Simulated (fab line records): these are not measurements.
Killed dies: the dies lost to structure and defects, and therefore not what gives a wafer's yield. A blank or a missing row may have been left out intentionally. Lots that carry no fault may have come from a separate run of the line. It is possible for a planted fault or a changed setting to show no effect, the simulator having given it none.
Problem report in the 8D (eight disciplines) form, filled by code	flow n5 finfet	the parts of the form that need people (team, actions taken, sign-off) are left out

## 1. WHAT WENT WRONG
A mean of 26.1 s is read at N5_BEOL_M12_CMP_49 for barrier field endpoint s, taken on 1 wafer of 1 lot, against 30.5 s (standard deviation 0.91) on wafers free of any fault. Measured from the usual mean, that is -4.8 standard deviations.
The step: polishes, stops on SiOC, t overpolish 20.6 s, target thk 320 nm.
First observed at day 16 13:13: wafer L136.2, on cmp-01. The record holds 33 wafers of 11 lots with a number at this step. By rule, "out" or "out of limits" means more than 4 standard deviations away from the usual mean. The other wafers with a number count as sound.

## 2. WHAT IT IS; WHAT IT IS NOT
question	is	is not
which readings at this step	barrier field endpoint s	motor current A, slurry flow ml min
which lots	L136	L127, L129, L139, L140, L142, L145, L147, L148, L149, L150
which wafers of those lots	L136.2	L136.1, L136.5
read on which tools	cmp-01	cmp-02, cmp-04
when	from day 16 13:13	up to then (8 sound wafers); but 24 sound wafers of L139, L140, L142, L145, L147, L148, L149, L150 came after

## 3. THE SUSPECTS, EACH WITH WHAT RULES IT OUT
Counting: a tool at a process step up to the reading stays a suspect if it ran every lot that is out. Sound lots after the first of them don't rule it out here, since some wafers of a struck lot are sound.
- pvd sputter-02 at N5_BEOL_M12_PRE_CLEAN_42 (time 30 s): kept. The lot that is out, L136, ran on it at day 16 12:18; the last sound lot it ran before that was L127, at day 15 08:07.
- pvd sputter-02 at N5_BEOL_M12_SPUTTER_43 (material TaN, target thk 15 nm, time 24.19 s): kept. The lot that is out, L136, ran on it at day 16 12:20; the last sound lot it ran before that was L127, at day 15 08:09.
- cmp-01 at N5_BEOL_M12_CMP_49 (polishes, stops on SiOC, t overpolish 20.6 s, target thk 320 nm): kept. The lot that is out, L136, ran on it at day 16 13:13; the last sound lot it ran before that was L129, at day 15 03:29. Its own readings are out on those wafers: barrier field endpoint s.
- At N5_BEOL_M12_CMP_49, inside cmp-01: chamber 2 took the wafers that are out, while their sound lot-mates went through chambers 0, 1.
pvd sputter-02 at N5_BEOL_M12_PRE_CLEAN_42, pvd sputter-02 at N5_BEOL_M12_SPUTTER_43 and cmp-01 at N5_BEOL_M12_CMP_49 are what is left after counting.

## 4. THE CAUSE (what the simulator had put in)
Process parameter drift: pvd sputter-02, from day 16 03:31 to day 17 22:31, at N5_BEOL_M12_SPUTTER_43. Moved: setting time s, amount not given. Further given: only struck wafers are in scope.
This tool is one of the 3 suspects left after counting.

## 5. THE CHAIN OF EFFECTS, in route order
Rows list readings where the struck wafers' mean (over those with a number) sits beyond 3 standard deviations from the usual. Scope: only readings with a usual standard deviation given in the record; hours: median across lots of the time from each lot's start at the first step in this table that gives one to its start at this step; sigmas: change in usual standard deviations.
hours	step	reading	usual	on struck wafers	change	sigmas
0	N5_BEOL_M12_CMP_49	barrier field endpoint s	30.5 s	26.1	-4.4	-4.8
It contains these process steps:
- N5_BEOL_M12_CMP_49: polishes, stops on SiOC, t overpolish 20.6 s, target thk 320 nm.
At these later measuring or inspecting steps, every struck wafer for which the step has a row has a number for every such reading, and none has moved that far: N5_BEOL_M12_RS_MEAS_54.

## 6. WHAT WOULD HAVE CAUGHT IT SOONER
10 hours passed between the start of the fault at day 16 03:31 and the first reading out of limits in this record, taken at day 16 13:13.
An alarm limit of 4 standard deviations would not have fired on the tool readings at N5_BEOL_M12_SPUTTER_43 for which the record gives a usual standard deviation, since none of them was out on any struck wafer.
Lots out: 1; all had begun N5_BEOL_M12_SPUTTER_43 on pvd sputter-02 by day 16 13:13. Holding the tool at that point would not have protected any of them.
